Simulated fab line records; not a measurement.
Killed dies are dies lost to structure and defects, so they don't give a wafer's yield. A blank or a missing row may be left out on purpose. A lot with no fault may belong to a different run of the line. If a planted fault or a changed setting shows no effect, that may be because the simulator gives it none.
Problem report in the 8D (eight disciplines) form, filled by code ; flow nand-harc ; the parts of the form that need people (team, actions taken, sign-off) are left out

== 1. WHAT IS WRONG ==
Mean of killed-at-periphery at NHARC_END_SORT_01: 611.7 across 6 wafers in 2 lots; on wafers with no fault it is 4.0 (standard deviation 2.6). So: +99 or more standard deviations from the usual mean.
Seen first at day 26 04:15 on prober-02, wafer L694.3. The record has a number at this step for 7 wafers belonging to 3 lots. By rule, "out" or "out of limits" means more than 4 standard deviations away from the usual mean. The other wafers with a number count as sound.

== 2. WHAT IT IS, WHAT IT ISN'T ==
question;is;is not
which readings at this step;killed-at-periphery, killed-dies;killed-at-array, killed-at-other, killed-short
which lots;L694, L695;L696
which wafers of those lots;all that have a number;-
read on which gauges;prober-02;-
when;from day 26 04:15;"up to then (0 sound wafers); but 1 sound wafer of L696 came after"

== 3. SUSPECTS, AND WHAT RULES EACH OUT ==
Counting: a tool at a process step up to the reading stays a suspect if it ran every lot that is out and no sound lot after the first of them.
- the gauge at NHARC_END_SORT_01: kept. All the wafers that are out were read on prober-02, and no step on other tools shows them out.
- rie-si-05 at NHARC_P_ZERO_WELL_ETCH_63 (etches the open film in HBr/Cl2, target depth 120 nm, time 40.1 s): kept. It ran every lot that is out, first L694 (day 4 09:34), and no sound lot after that.
The count leaves prober-02 at NHARC_END_SORT_01 and rie-si-05 at NHARC_P_ZERO_WELL_ETCH_63.

== 4. THE CAUSE (what the simulator had put in) ==
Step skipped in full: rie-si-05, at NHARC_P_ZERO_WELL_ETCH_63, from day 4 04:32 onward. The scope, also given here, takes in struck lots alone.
2 suspects survive the count, and this tool is in that group.

== 5. THE CHAIN OF EFFECTS, in route order ==
Rows list readings where the struck wafers' mean (over those with a number) sits beyond 3 standard deviations from the usual. Only readings for which the record gives a usual standard deviation are gone through. hours: the time from each lot's start at the first step in this table that gives one to its start at this step, as a median over the lots. sigmas: the change in usual standard deviations.
hours;step;reading;usual;on struck wafers;change;sigmas
0;NHARC_END_SORT_01;killed-at-periphery;4.0;611.7;+607.7;+99 or more
0;NHARC_END_SORT_01;killed-dies;54;677;+623;+33
Readings that are blank on the struck wafers while sound wafers have them: bias-w at NHARC_P_ZERO_WELL_ETCH_63; chamber-pressure-mTorr at NHARC_P_ZERO_WELL_ETCH_63; drypump-motor-current-A at NHARC_P_ZERO_WELL_ETCH_63; oes-product-au at NHARC_P_ZERO_WELL_ETCH_63; throttle-valve-pct at NHARC_P_ZERO_WELL_ETCH_63.

== 6. HOW IT WOULD HAVE BEEN CAUGHT EARLIER ==
In this record the first reading out of limits at a measuring or inspecting step was taken at day 26 04:15, 528 hours after the fault began at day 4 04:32.
At NHARC_P_ZERO_WELL_ETCH_63 the tool's readings are blank on the struck wafers, where sound wafers have them: an empty tool record is the first sign, and it was there at once.
All the lots that are out (2) had begun NHARC_P_ZERO_WELL_ETCH_63 on rie-si-05 by day 26 04:15. Tool hold at that time: it would have spared none of them.
